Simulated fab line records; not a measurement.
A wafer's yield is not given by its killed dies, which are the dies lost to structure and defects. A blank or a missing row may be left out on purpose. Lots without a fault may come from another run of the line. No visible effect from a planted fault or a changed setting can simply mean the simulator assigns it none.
Matching of chambers :: flow n5 finfet :: N5_ZERO_LAYER_DESCUM_16 on rie diel-01: 4 sister chambers
The step chemistry O2, time 7.9 s. 8 wafers are shown with their chamber, then 10 later ones without.

WAFERS PAIRED WITH THEIR CHAMBERS
wafer: L081.2
chamber: 1
drypump motor current A (A): 5.0
throttle valve pct (%): 20.40

wafer: L088.5
chamber: 1
drypump motor current A (A): 4.9
throttle valve pct (%): 20.40

wafer: L088.6
chamber: 0
drypump motor current A (A): 6.7
throttle valve pct (%): 20.23

wafer: L091.1
chamber: 0
drypump motor current A (A): 6.7
throttle valve pct (%): 20.25

wafer: L091.2
chamber: 2
drypump motor current A (A): 6.0
throttle valve pct (%): 20.14

wafer: L091.4
chamber: 3
drypump motor current A (A): 5.9
throttle valve pct (%): 20.88

wafer: L092.1
chamber: 3
drypump motor current A (A): 5.9
throttle valve pct (%): 20.85

wafer: L092.4
chamber: 2
drypump motor current A (A): 6.0
throttle valve pct (%): 20.14

WAFERS WHOSE CHAMBER IS MISSING
wafer: L092.5
drypump motor current A (A): 6.7
throttle valve pct (%): 20.25

wafer: L093.1
drypump motor current A (A): 6.7
throttle valve pct (%): 20.24

wafer: L093.2
drypump motor current A (A): 4.9
throttle valve pct (%): 20.41

wafer: L093.4
drypump motor current A (A): 5.8
throttle valve pct (%): 20.88

wafer: L095.1
drypump motor current A (A): 4.9
throttle valve pct (%): 20.42

wafer: L095.2
drypump motor current A (A): 6.0
throttle valve pct (%): 20.16

wafer: L095.3
drypump motor current A (A): 5.9
throttle valve pct (%): 20.90

wafer: L096.1
drypump motor current A (A): 4.9
throttle valve pct (%): 20.42

wafer: L096.3
drypump motor current A (A): 6.0
throttle valve pct (%): 20.13

wafer: L096.4
drypump motor current A (A): 5.9
throttle valve pct (%): 20.88

THE CHAMBER EACH PASSED THROUGH
wafer: L092.5
from the rows above: 0
in truth: 0

wafer: L093.1
from the rows above: 0
in truth: 0

wafer: L093.2
from the rows above: 1
in truth: 1

wafer: L093.4
from the rows above: 3
in truth: 3

wafer: L095.1
from the rows above: 1
in truth: 1

wafer: L095.2
from the rows above: 2
in truth: 2

wafer: L095.3
from the rows above: 3
in truth: 3

wafer: L096.1
from the rows above: 1
in truth: 1

wafer: L096.3
from the rows above: 2
in truth: 2

wafer: L096.4
from the rows above: 3
in truth: 3
Correct placement for 10 of the 10. From these rows, 0 cannot be placed. Number placed wrongly: 0.
How it was worked out, from the rows above alone: a wafer's distance from a chamber is the root of the sum, over the readings, of the square of ((its reading less the chamber's mean) divided by the reading's scatter). The wafer belongs to the nearest chamber; if the next one is less than 2 further off, it can't be placed. Each chamber's mean is taken over the wafers shown for it. The scatter is the square root of a quotient: the sum, over the shown wafers, of each reading's squared deviation from its chamber's mean, divided by wafers minus chambers.
